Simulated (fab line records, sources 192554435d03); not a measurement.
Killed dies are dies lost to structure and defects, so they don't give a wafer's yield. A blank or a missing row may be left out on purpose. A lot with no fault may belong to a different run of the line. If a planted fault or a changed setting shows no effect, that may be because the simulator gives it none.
fab line records	flow n5_finfet
record lots=7	wafers=21	last_day=17
route steps=1938 shown BEOL_M11@1541
lots with no fault: from the same line, run without faults
start_h: hours from the record's first day to the start of the lot's first wafer shown	wait_h: time in hours since the lot's previous step	" repeats the value in the row above	L1.1+2: one row covering several wafers at once	- value missing, or start not given	* or withheld: withheld	< > ~ a bound
route shown NAME@n: NAME is a module with steps in the file, n the number in the route of the first one	usual: average and standard deviation across the fault-free wafers	same: alike in all rows	chamber/n: place in a boat	sites: each site's reading	_std_site: standard deviation across them	_edge_site: outer sites' mean less inner sites'	radius_mm: for every site, how far away it sits from the centre of the wafer	mask NAME#n: copy n	behind: the last tool/chamber to shape the wafer	hold: cause of the lot's hold/its duration in hours/its outcome	device: transistor that didn't switch, given as n, p or np	end of line: tests of these same wafers at the route's end	step lacking rows: just its recipe	killed: the dies lost at the first sort to structure and to defects; this is not the yield of the wafer	map: dies across one wafer; x = killed, . = not, _ = none there
set.NAME: setting as actually run; set.NAME@STEP: the setting as run at that earlier step	model.NAME: the simulator's own value behind a step, which no gauge read
lots at selected steps of the route; one table per step, one row per wafer
services: the hour from which a tool's chamber was out of use, counted from the record's first day as start_h (under 0 if before that day), plus the number of hours and why
## steps
# step N5_BEOL_M11_COAT_59
# recipe resist=SOC	temp_c=250	time_s=60	spin_rpm=1500	resist_thk_nm=100
# step N5_BEOL_M11_COAT_60
# recipe resist=SiARC	temp_c=220	time_s=60	spin_rpm=1500	resist_thk_nm=30
# step N5_BEOL_M11_COAT_05
# recipe resist=CAR-ArF	spin_rpm=1500	resist_thk_nm=90
# step N5_BEOL_M11_EBR_07
# recipe solvent=PGMEA	ebr_width_mm=1.5
# step N5_BEOL_M11_SOFTBAKE_06
# recipe temp_c=110	time_s=60	resist=CAR-ArF
# step N5_BEOL_M11_EXPOSE_08
# recipe mask_id=M11	na=1.35	source_shape=dipole	sigma_inner=0.411	sigma_outer=0.611	polarization=te	dose_mj=53.75
# step N5_BEOL_M11_PEB_09
# recipe peb_temp_c=withheld	peb_time_s=60	resist=CAR-ArF
# step N5_BEOL_M11_DEVELOP_10
# recipe develop_time_s=30	developer=TMAH	resist=CAR-ArF	rinse_liquid=diw	dry=air_spin	dev_temp_c=23
# step N5_BEOL_M11_CD_MEAS_11
# recipe target_cd_nm=64.1	landing_energy_ev=500	detector=se_inlens	polarity=opening
# usual cd_nm=64.2/0.7
lot.wafer	tool	chamber	start_h	wait_h	cd_nm
L931.2	cd_sem-02	0	225.59	-	64.6
L931.3	"	0	"	"	64.9
L931.5	"	0	"	"	65.6
L942.3	cd_sem-03	0	294.02	-	65.5
L942.5	"	0	"	"	64.2
L942.6	"	0	"	"	65.4
L943.1	cd_sem-03	0	294.28	-	65.0
L943.3	"	0	"	"	65.0
L943.6	"	0	"	"	64.1
L941.1	cd_sem-02	0	295.00	-	65.2
L941.2	"	0	"	"	65.8
L941.6	"	0	"	"	64.2
L950.2	cd_sem-03	0	342.89	-	63.2
L950.3	"	0	"	"	63.6
L950.6	"	0	"	"	63.6
L952.1	cd_sem-01	0	352.29	-	64.3
L952.2	"	0	"	"	65.4
L952.4	"	0	"	"	66.1
L951.2	cd_sem-02	0	354.69	-	63.3
L951.3	"	0	"	"	63.3
L951.5	"	0	"	"	63.4
# step N5_BEOL_M11_OVL_MEAS_12
# recipe points_per_wafer=44
# usual M11_OVL=-0.1/0.87
lot.wafer	tool	chamber	start_h	wait_h	M11_OVL[nm]
L931.2	overlay-01	0	225.62	0.0	0.7
L931.3	"	0	"	"	0.1
L931.5	"	0	"	"	1.1
L942.3	overlay-01	0	294.05	0.0	0.4
L942.5	"	0	"	"	0.8
L942.6	"	0	"	"	0.5
L943.1	overlay-01	0	294.31	0.0	-0.5
L943.3	"	0	"	"	-1.5
L943.6	"	0	"	"	-0.1
L941.1	overlay-01	0	295.03	0.0	-0.1
L941.2	"	0	"	"	-1.0
L941.6	"	0	"	"	-1.7
L950.2	overlay-02	0	342.92	0.0	1.3
L950.3	"	0	"	"	1.5
L950.6	"	0	"	"	0.4
L952.1	overlay-01	0	352.32	0.0	-1.8
L952.2	"	0	"	"	-1.0
L952.4	"	0	"	"	-1.1
L951.2	overlay-01	0	354.72	0.0	0.2
L951.3	"	0	"	"	1.0
L951.5	"	0	"	"	-0.5
# step N5_BEOL_M11_INSPECT_13
# recipe mode=adi	inspect_instrument=brightfield
# usual raw_defect_count=441/87
lot.wafer	tool	chamber	start_h	wait_h	raw_defect_count
L931.2	defect_inspect-02	-	225.64	0.0	511
L931.3	"	-	"	"	491
L931.5	"	-	"	"	444
L942.3	defect_inspect-02	-	294.07	0.0	527
L942.5	"	-	"	"	402
L942.6	"	-	"	"	419
L943.1	defect_inspect-02	-	294.33	0.0	465
L943.3	"	-	"	"	422
L943.6	"	-	"	"	460
L941.1	defect_inspect-01	-	295.05	0.0	429
L941.2	"	-	"	"	644
L941.6	"	-	"	"	684
L950.2	defect_inspect-02	-	342.94	0.0	341
L950.3	"	-	"	"	402
L950.6	"	-	"	"	320
L952.1	defect_inspect-02	-	352.34	0.0	366
L952.2	"	-	"	"	272
L952.4	"	-	"	"	364
L951.2	defect_inspect-01	-	354.74	0.0	358
L951.3	"	-	"	"	327
L951.5	"	-	"	"	350
# step N5_BEOL_M11_DESCUM_16
# recipe chemistry=O2	time_s=7.9	source_power_w=50	bias_power_w=20	pressure_mtorr=20	rf_frequency_hz=2.712e+07	temp_c=40	resist=CAR-ArF	o2_flow_sccm=225
# usual drypump_motor_current_A=5.9/0.49	oes_product_au=0.77/0.085	rf_vpp_V=243.6/1.3	showerhead_plenum_p_Torr=2.12/0.06	temp_c=40.01/0.11	throttle_valve_pct=20.40/0.18
lot.wafer	tool	chamber	start_h	wait_h	drypump_motor_current_A	oes_product_au	rf_hours_counter_h	rf_vpp_V	showerhead_plenum_p_Torr	temp_c	throttle_valve_pct
L931.2	rie_diel-02	0	226.26	0.6	5.1	0.69	241	242.8	2.16	39.93	20.61
L931.3	"	2	"	"	6.4	0.70	220	241.2	2.06	39.96	20.58
L931.5	"	0	"	"	5.0	0.70	-	244.6	2.16	39.97	20.60
L942.3	rie_diel-02	0	294.11	0.0	5.1	0.99	1	244.8	2.15	39.93	20.17
L942.5	"	0	"	"	5.1	1.00	-	244.5	2.15	39.91	20.16
L942.6	"	1	"	"	5.8	0.72	-	243.3	2.09	40.09	20.34
L943.1	rie_diel-01	3	294.37	0.0	6.3	0.71	223	242.4	2.08	40.16	20.54
L943.3	"	0	"	"	5.8	0.86	55	245.3	2.10	39.89	20.29
L943.6	"	3	"	"	6.3	0.71	-	241.4	2.08	40.08	20.52
L941.1	rie_diel-03	1	295.09	0.0	6.0	0.72	206	245.4	2.15	39.99	20.44
L941.2	"	0	"	"	6.7	0.73	155	241.5	2.10	40.00	20.56
L941.6	"	0	"	"	6.7	0.73	-	244.1	2.10	39.98	20.57
L950.2	rie_diel-03	2	342.98	0.0	4.9	0.82	63	243.1	2.02	39.84	20.12
L950.3	"	0	"	"	6.7	0.72	169	243.5	2.09	39.98	20.59
L950.6	"	0	"	"	6.8	0.72	-	241.3	2.09	39.98	20.58
L952.1	rie_diel-02	1	352.38	0.0	5.7	0.70	218	241.2	2.08	40.09	20.36
L952.2	"	1	"	"	5.7	0.70	-	241.9	2.08	40.02	20.36
L952.4	"	1	"	"	5.7	0.70	-	244.2	2.08	39.88	20.37
L951.2	rie_diel-02	1	354.78	0.0	5.8	0.70	219	241.6	2.08	40.04	20.37
L951.3	"	3	"	"	5.6	0.84	63	246.4	2.22	39.91	20.21
L951.5	"	1	"	"	5.7	0.70	-	243.5	2.08	40.16	20.36
# step N5_BEOL_M11_ETCH_61
# recipe chemistry=CF4	target=SiARC	target_depth_a=390	mask_material=CAR-ArF	time_s=65	ion_energy_ev=80	pressure_mtorr=40	source_w=545	bias_w=36	Ar_flow_sccm=100	cf4_flow_sccm=100	ends=cleared
# usual bias_w=36.00/0.11	cf4_flow_sccm=99.99/0.29	drypump_motor_current_A=5.9/0.49	etch_rf_on_time_s=65.1/1.3	oes_product_au=0.66/0.075	rf_vpp_V=184.4/0.97	showerhead_plenum_p_Torr=2.17/0.056	throttle_valve_pct=15.60/0.2
lot.wafer	tool	chamber	start_h	wait_h	bias_w	cf4_flow_sccm	drypump_motor_current_A	etch_rf_on_time_s	oes_product_au	rf_hours_counter_h	rf_vpp_V	showerhead_plenum_p_Torr	throttle_valve_pct	model.CAR-ArF_of_BEOL_M11_COAT_05.thk_nm
L931.2	rie_diel-02	0	226.29	0.0	36.04	100.46	5.1	65.2	0.59	241	184.3	2.19	15.72	55.4
L931.3	"	2	"	"	36.02	100.28	6.4	66.9	0.60	220	186.3	2.11	15.75	55.2
L931.5	"	0	"	"	36.13	100.52	5.0	65.1	0.59	-	184.5	2.19	15.73	55.6
L942.3	rie_diel-02	0	294.14	0.0	-	-	-	-	-	-	-	-	-	83.4
L942.5	"	0	"	"	-	-	-	-	-	-	-	-	-	83.4
L942.6	"	1	"	"	-	-	-	-	-	-	-	-	-	83.4
L943.1	rie_diel-01	3	294.40	0.0	-	-	-	-	-	-	-	-	-	83.2
L943.3	"	0	"	"	-	-	-	-	-	-	-	-	-	83.6
L943.6	"	3	"	"	-	-	-	-	-	-	-	-	-	83.6
L941.1	rie_diel-03	1	295.12	0.0	-	-	-	-	-	-	-	-	-	83.2
L941.2	"	0	"	"	-	-	-	-	-	-	-	-	-	83.2
L941.6	"	0	"	"	-	-	-	-	-	-	-	-	-	83.4
L950.2	rie_diel-03	2	343.01	0.0	36.00	99.55	4.9	65.2	0.70	63	184.1	2.10	15.51	55.2
L950.3	"	0	"	"	35.85	99.76	6.7	66.5	0.61	169	183.0	2.15	15.76	55.2
L950.6	"	0	"	"	36.02	99.82	6.8	66.6	0.61	-	184.1	2.15	15.75	55.4
L952.1	rie_diel-02	1	352.48	0.1	36.03	100.29	5.7	64.3	0.61	218	183.0	2.11	15.46	55.6
L952.2	"	1	"	"	35.95	100.05	5.8	65.4	0.60	-	182.9	2.11	15.44	55.4
L952.4	"	1	"	"	36.03	99.91	5.8	65.0	0.60	-	183.6	2.11	15.45	55.6
L951.2	rie_diel-02	1	354.81	0.0	36.19	99.63	5.7	65.1	0.61	219	184.1	2.11	15.45	55.8
L951.3	"	3	"	"	35.98	99.37	5.6	65.3	0.73	63	184.8	2.26	15.35	55.8
L951.5	"	1	"	"	36.15	99.97	5.8	65.9	0.59	-	184.0	2.11	15.45	55.8
# step N5_BEOL_M11_ETCH_62
# recipe chemistry=N2/H2	target=SOC	target_depth_a=1100	overetch_a=220	mask_material=SiARC	temp_c=40	time_s=165	ion_energy_ev=200	pressure_mtorr=30	source_w=840	bias_w=150	n2_flow_sccm=200	h2_flow_sccm=200
# usual bias_w=149.9/0.43	chamber_pressure_mTorr=30.001/0.028	drypump_motor_current_A=5.9/0.49	oes_product_au=0.66/0.07	rf_vpp_V=524.9/2	showerhead_plenum_p_Torr=2.58/0.068	temp_c=40.00/0.11	throttle_valve_pct=17.79/0.22
lot.wafer	tool	chamber	start_h	wait_h	bias_w	chamber_pressure_mTorr	drypump_motor_current_A	oes_product_au	rf_hours_counter_h	rf_vpp_V	showerhead_plenum_p_Torr	temp_c	throttle_valve_pct
L931.2	rie_diel-02	0	226.34	0.0	149.5	30.002	5.1	0.58	241	525.3	2.59	39.96	17.89
L931.3	"	2	"	"	150.2	30.035	6.5	0.60	220	522.2	2.54	39.90	18.19
L931.5	"	0	"	"	150.3	29.983	5.1	0.58	-	526.8	2.59	39.94	17.87
L942.3	rie_diel-02	0	294.19	0.0	149.1	30.043	5.1	0.37	1	525.1	2.59	40.08	17.34
L942.5	"	0	"	"	150.5	29.998	5.1	0.37	-	525.6	2.59	39.94	17.34
L942.6	"	1	"	"	149.7	29.980	5.7	0.28	-	522.9	2.52	39.92	17.60
L943.1	rie_diel-01	3	294.45	0.0	150.4	30.038	6.3	0.26	223	522.2	2.51	39.85	17.81
L943.3	"	0	"	"	150.1	30.032	5.8	0.31	55	524.3	2.57	40.01	17.72
L943.6	"	3	"	"	149.8	30.024	6.3	0.26	-	523.2	2.51	39.96	17.81
L941.1	rie_diel-03	1	295.17	0.0	150.6	30.007	6.1	0.27	206	526.2	2.63	40.12	17.89
L941.2	"	0	"	"	150.6	29.976	6.7	0.28	155	524.0	2.55	40.03	18.00
L941.6	"	0	"	"	150.3	29.962	6.7	0.27	-	524.7	2.55	39.94	18.00
L950.2	rie_diel-03	2	343.06	0.0	150.0	29.982	4.9	0.70	63	523.0	2.47	39.96	17.59
L950.3	"	0	"	"	150.5	29.981	6.8	0.62	169	522.9	2.54	39.87	18.10
L950.6	"	0	"	"	149.5	29.983	6.8	0.62	-	524.4	2.54	39.71	18.09
L952.1	rie_diel-02	1	352.63	0.1	150.7	30.033	5.8	0.59	218	524.6	2.51	39.92	17.69
L952.2	"	1	"	"	150.2	30.012	5.7	0.60	-	522.9	2.51	39.95	17.68
L952.4	"	1	"	"	150.6	29.993	5.7	0.59	-	523.3	2.51	39.82	17.67
L951.2	rie_diel-02	1	354.86	0.0	149.5	30.020	5.8	0.60	219	522.2	2.51	39.97	17.70
L951.3	"	3	"	"	149.7	29.985	5.6	0.73	63	528.6	2.70	39.95	17.55
L951.5	"	1	"	"	149.7	30.001	5.8	0.60	-	523.4	2.51	39.93	17.69
# step N5_BEOL_M11_STRIP_68
# recipe chemistry=N2/H2	temp_c=40	n2_flow_sccm=200	h2_flow_sccm=200	rf_frequency_hz=6e+07
# step N5_BEOL_M11_STRIP_67
# recipe chemistry=CF4	resist=SiARC	power_w=300	bias_power_w=75	pressure_mtorr=50	cf4_flow_sccm=150	rf_frequency_hz=6e+07
# usual drypump_motor_current_A=5.9/0.49	oes_product_au=0.77/0.083	rf_vpp_V=271.6/1.2	showerhead_plenum_p_Torr=1.82/0.047	throttle_valve_pct=13.58/0.22
lot.wafer	tool	chamber	start_h	wait_h	drypump_motor_current_A	oes_product_au	rf_hours_counter_h	rf_vpp_V	showerhead_plenum_p_Torr	throttle_valve_pct
L931.2	rie_diel-02	0	226.49	0.0	5.1	0.69	241	272.8	1.83	13.72
L931.3	"	2	"	"	6.4	0.71	220	270.6	1.76	13.72
L931.5	"	0	"	"	5.0	0.69	-	271.3	1.83	13.72
L942.3	rie_diel-02	0	294.34	0.0	5.1	0.99	1	271.0	1.83	13.17
L942.5	"	0	"	"	5.1	0.99	-	273.3	1.83	13.16
L942.6	"	1	"	"	5.8	0.72	-	272.3	1.77	13.42
L943.1	rie_diel-01	3	294.60	0.0	6.3	0.71	223	270.5	1.79	13.80
L943.3	"	0	"	"	5.8	0.84	55	272.4	1.83	13.61
L943.6	"	3	"	"	6.3	0.71	-	271.0	1.79	13.82
L941.1	rie_diel-03	1	295.32	0.0	6.0	0.71	206	272.7	1.86	13.85
L941.2	"	0	"	"	6.8	0.74	156	272.0	1.80	13.65
L941.6	"	0	"	"	6.7	0.75	-	272.2	1.80	13.65
L950.2	rie_diel-03	2	343.21	0.0	4.9	0.81	63	269.2	1.76	13.44
L950.3	"	0	"	"	6.7	0.73	169	270.5	1.80	13.70
L950.6	"	0	"	"	6.8	0.73	-	272.6	1.80	13.72
L952.1	rie_diel-02	1	353.07	0.0	5.8	0.71	218	271.1	1.76	13.45
L952.2	"	1	"	"	5.8	0.71	-	270.7	1.76	13.47
L952.4	"	1	"	"	5.8	0.71	-	271.8	1.76	13.48
L951.2	rie_diel-02	1	355.01	0.0	5.8	0.71	219	271.2	1.76	13.46
L951.3	"	3	"	"	5.6	0.86	63	273.7	1.89	13.29
L951.5	"	1	"	"	5.8	0.70	-	271.9	1.76	13.45
# step N5_BEOL_M11_HM_OPEN_17
# recipe chemistry=Cl2/BCl3	target_depth_a=200	overetch_a=60	target=TiN	mask_material=SOC	ion_energy_ev=150	pressure_mtorr=10	icp_w=1000	bias_w=126	Cl2_flow_sccm=53.25	bcl3_flow_sccm=21.75	Ar_flow_sccm=25
# usual drypump_motor_current_A=5.42/0.29	oes_product_au=0.66/0.084	throttle_valve_pct=22.23/0.19
lot.wafer	tool	chamber	start_h	wait_h	drypump_motor_current_A	oes_product_au	rf_hours_counter_h	throttle_valve_pct
L931.2	rie_metal-03	1	226.53	0.0	5.62	0.58	77	22.43
L931.3	"	0	"	"	5.57	0.56	-	22.59
L931.5	"	0	"	"	5.56	0.56	-	22.58
L942.3	rie_metal-01	1	294.41	0.1	5.48	0.33	-	22.62
L942.5	"	0	"	"	5.21	0.32	-	22.78
L942.6	"	1	"	"	5.49	0.33	-	22.62
L943.1	rie_metal-02	1	294.64	0.0	6.00	0.24	115	22.96
L943.3	"	1	"	"	6.01	0.24	-	22.95
L943.6	"	1	"	"	6.03	0.24	-	22.94
L941.1	rie_metal-02	0	295.36	0.0	5.06	0.29	46	22.94
L941.2	"	1	"	"	6.00	0.24	115	22.96
L941.6	"	0	"	"	5.03	0.28	-	22.93
L950.2	rie_metal-02	0	343.28	0.1	5.05	0.64	-	22.30
L950.3	"	0	"	"	5.03	0.63	-	22.33
L950.6	"	0	"	"	5.04	0.64	-	22.32
L952.1	rie_metal-03	1	353.15	0.1	5.60	0.56	88	22.46
L952.2	"	1	"	"	5.59	0.57	-	22.45
L952.4	"	1	"	"	5.58	0.56	-	22.44
L951.2	rie_metal-03	1	355.08	0.1	5.61	0.57	-	22.44
L951.3	"	1	"	"	5.59	0.56	-	22.44
L951.5	"	1	"	"	5.59	0.56	-	22.46
# step N5_BEOL_M11_STRIP_19
# recipe chemistry=O2	power_w=400	temp_c=40	pressure_mtorr=30	rf_frequency_hz=6e+07	bias_power_w=0	overash_fraction=0.2	o2_flow_sccm=225
# usual drypump_motor_current_A=5.9/0.51	oes_product_au=0.77/0.081	rf_vpp_V=3.7/0.6	showerhead_plenum_p_Torr=2.13/0.062	temp_c=39.98/0.12	throttle_valve_pct=16.65/0.2
lot.wafer	tool	chamber	start_h	wait_h	drypump_motor_current_A	oes_product_au	rf_hours_counter_h	rf_vpp_V	showerhead_plenum_p_Torr	temp_c	throttle_valve_pct
L931.2	rie_diel-01	2	226.72	0.2	5.7	0.71	210	3.4	2.17	39.95	16.45
L931.3	"	0	"	"	5.8	0.90	36	3.3	2.11	39.92	16.51
L931.5	"	0	"	"	5.8	0.89	-	3.2	2.11	40.09	16.50
L942.3	rie_diel-02	3	294.53	0.1	5.6	0.88	45	3.7	2.23	39.86	16.39
L942.5	"	3	"	"	5.6	0.88	-	4.1	2.23	39.89	16.38
L942.6	"	0	"	"	5.0	0.99	-	4.8	2.16	39.93	16.35
L943.1	rie_diel-03	0	294.75	0.1	6.7	0.73	155	4.2	2.10	40.09	16.76
L943.3	"	2	"	"	4.9	0.84	50	4.5	2.03	39.89	16.40
L943.6	"	0	"	"	6.7	0.73	-	2.6	2.10	40.12	16.75
L941.1	rie_diel-03	3	295.47	0.1	5.9	0.70	212	3.2	2.17	40.11	16.96
L941.2	"	0	"	"	6.8	0.73	156	4.3	2.10	40.13	16.76
L941.6	"	0	"	"	6.7	0.74	-	3.4	2.10	40.21	16.75
L950.2	rie_diel-01	3	343.45	0.1	6.3	0.69	241	2.8	2.08	39.97	16.84
L950.3	"	0	"	"	5.8	0.82	73	3.9	2.10	40.21	16.57
L950.6	"	2	"	"	5.7	0.69	-	4.2	2.16	39.96	16.50
L952.1	rie_diel-01	1	353.35	0.2	5.9	0.80	100	3.4	2.23	40.04	16.71
L952.2	"	2	"	"	5.7	0.69	236	3.7	2.16	39.98	16.50
L952.4	"	0	"	"	5.8	0.83	77	3.4	2.09	39.78	16.58
L951.2	rie_diel-03	0	355.26	0.1	6.8	0.72	172	2.8	2.10	39.83	16.80
L951.3	"	2	"	"	4.9	0.81	66	2.9	2.02	40.13	16.41
L951.5	"	2	"	"	4.9	0.82	-	4.0	2.02	40.01	16.42
# step N5_BEOL_M11_CD_MEAS_18
# recipe pitch_nm=140	target_cd_nm=70
# usual cd_nm=70.1/0.78
lot.wafer	tool	chamber	start_h	wait_h	cd_nm
L931.2	cd_sem-01	-	226.79	0.1	71.0
L931.3	"	-	"	"	71.5
L931.5	"	-	"	"	72.4
L942.3	cd_sem-01	-	294.60	0.1	-
L942.5	"	-	"	"	-
L942.6	"	-	"	"	-
L943.1	cd_sem-02	-	294.82	0.0	-
L943.3	"	-	"	"	-
L943.6	"	-	"	"	-
L941.1	cd_sem-01	-	295.54	0.0	-
L941.2	"	-	"	"	-
L941.6	"	-	"	"	-
L950.2	cd_sem-01	-	343.52	0.1	69.7
L950.3	"	-	"	"	69.2
L950.6	"	-	"	"	69.3
L952.1	cd_sem-02	-	353.42	0.0	70.5
L952.2	"	-	"	"	71.3
L952.4	"	-	"	"	71.4
L951.2	cd_sem-02	-	355.33	0.1	69.3
L951.3	"	-	"	"	69.2
L951.5	"	-	"	"	69.2
# step N5_BEOL_M11_COAT_63
# recipe resist=SOC	temp_c=250	time_s=60	spin_rpm=1500	resist_thk_nm=100
## services
tool	chamber	start_h	hours	kind
rie_metal-02	-	224.92	2.8	pm
rie_metal-02	-	229.67	6.9	repair
rie_metal-03	-	234.15	2.8	pm
rie_diel-03	-	236.51	0.3	repair
rie_diel-02	2	244.08	21.0	repair
rie_diel-03	0	253.64	2.0	repair
rie_diel-02	0	254.95	14.4	repair
rie_diel-02	3	282.57	1.5	repair
rie_diel-03	3	285.32	6.0	repair
rie_diel-01	-	290.73	2.8	pm
rie_diel-01	2	293.58	40.7	repair
rie_metal-02	1	299.83	-	clean
rie_metal-02	1	299.83	32.6	scheduled_down
rie_metal-02	1	299.83	32.6	vent_cycle
rie_diel-02	2	324.02	3.9	repair
rie_diel-01	1	326.23	2.7	repair
rie_diel-02	2	335.77	-	clean
rie_diel-02	2	335.77	-	consumable_replace:focus_ring
rie_diel-02	2	335.77	17.2	scheduled_down
rie_diel-02	2	335.77	17.2	vent_cycle
rie_metal-03	0	336.11	-	clean
rie_metal-03	0	336.11	22.8	scheduled_down
rie_metal-03	1	337.15	8.3	repair
rie_metal-02	1	340.07	5.2	repair
## key
first_sign step=N5_BEOL_M11_ETCH_61	reading=tool_record	direction=missing
effect step=N5_BEOL_M11_ETCH_62	reading=oes_product_au	direction=down	sigmas=5.1	usual=0.66	struck=0.30
effect step=N5_BEOL_M11_HM_OPEN_17	reading=oes_product_au	direction=down	sigmas=4.5	usual=0.66	struck=0.28
effect step=N5_BEOL_M11_CD_MEAS_18	reading=cd_nm	direction=missing
model_effect step=N5_BEOL_M11_ETCH_61	value=CAR-ArF_of_BEOL_M11_COAT_05.thk_nm	without=55.51	struck=83.38
met_at N5_BEOL_M11_ETCH_61
struck_wafers L941.1,L941.2,L941.6,L942.3,L942.5,L942.6,L943.1,L943.3,L943.6
later_rows_left_out L941.1,L941.2,L941.6,L942.3,L942.5,L942.6,L943.1,L943.3,L943.6
sort_left_out L941.1,L941.2,L941.6,L942.3,L942.5,L942.6,L943.1,L943.3,L943.6
onset_between 226.29 294.14
fault kind=skipped_step_whole	tool=rie_diel-01,rie_diel-02,rie_diel-03	chamber=-	onset_h=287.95	steps=N5_BEOL_M11_ETCH_61	scope=struck_lots_only
# sort_left_out: the simulated sort isn't trusted on such a fault, so these wafers' sort isn't shown, and their yield isn't known
# later_rows_left_out: the simulator's readings of these wafers behind a module that went badly wrong aren't trusted and aren't shown, but for the sort
